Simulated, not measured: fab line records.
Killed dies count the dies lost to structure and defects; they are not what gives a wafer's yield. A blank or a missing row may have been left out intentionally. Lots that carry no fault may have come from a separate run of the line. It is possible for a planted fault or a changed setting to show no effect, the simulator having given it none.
One fault seen from 2 desks / flow nandHarc / what lay behind the numbers comes last; until then each desk has only its own

TOOL OWNER'S DESK, arfiScanner-01
The tool's own readings at NHARC_A_CHANNEL_HOLE_D1_EXPOSE_07 (exposes mask HOLE D1, target cd 100 nm): means of the sampled wafers that have a number, for each lot that ran on this tool. Marked OUT: a lot whose mean sits more than 4 standard deviations from the usual mean, which makes it out of limits; the brackets give that distance.
Columns: A = exposureDoseMJCm2 at NHARC_A_CHANNEL_HOLE_D1_EXPOSE_07, usual 59.69
lot=L601; first seen here=day 7 22:29; A=59.78
lot=L607; first seen here=day 10 03:57; A=59.74
lot=L611; first seen here=day 10 23:28; A=59.81
lot=L612; first seen here=day 11 08:17; A=59.87
Result from this desk: across the 4 lots, nothing is out of limits.

AT THE METROLOGY DESK
What the gauges read, lot by lot, whatever tool the lot ran on: means of the sampled wafers that have a number. Marked OUT: a lot whose mean sits more than 4 standard deviations from the usual mean, which makes it out of limits; the brackets give that distance.
Columns: A = cdNm at NHARC_A_CHANNEL_HOLE_D1_CD_MEAS_10, usual 99.9 nm; B = cdNm at NHARC_A_CHANNEL_HOLE_D1_CD_MEAS_18, usual 98.8 nm
lot=L601; first seen here=day 7 22:37; A=100.1; B=99.2
lot=L603; first seen here=day 8 22:23; A=99.7; B=97.8
lot=L606; first seen here=day 9 06:49; A=100.3; B=98.7
lot=L607; first seen here=day 10 04:05; A=100.7; B=97.8
lot=L611; first seen here=day 10 23:36; A=100.6; B=103.0
lot=L612; first seen here=day 11 08:25; A=101.2; B=99.3
lot=L616; first seen here=day 12 00:53; A=99.4; B=97.0
lot=L614; first seen here=day 12 02:10; A=100.2; B=98.1
lot=L617; first seen here=day 12 06:19; A=100.1; B=101.0
lot=L618; first seen here=day 12 06:29; A=99.6; B=96.6
lot=L622; first seen here=day 13 01:28; A=99.7; B=96.3
lot=L619; first seen here=day 13 03:01; A=99.6; B=98.9
Result from this desk: across the 12 lots, nothing is out of limits.

PUT TOGETHER
Nothing out of limits was seen by the tool owner's desk.
Metrology desk: nothing out of limits seen.

WHAT WAS PUT IN BY THE SIMULATOR
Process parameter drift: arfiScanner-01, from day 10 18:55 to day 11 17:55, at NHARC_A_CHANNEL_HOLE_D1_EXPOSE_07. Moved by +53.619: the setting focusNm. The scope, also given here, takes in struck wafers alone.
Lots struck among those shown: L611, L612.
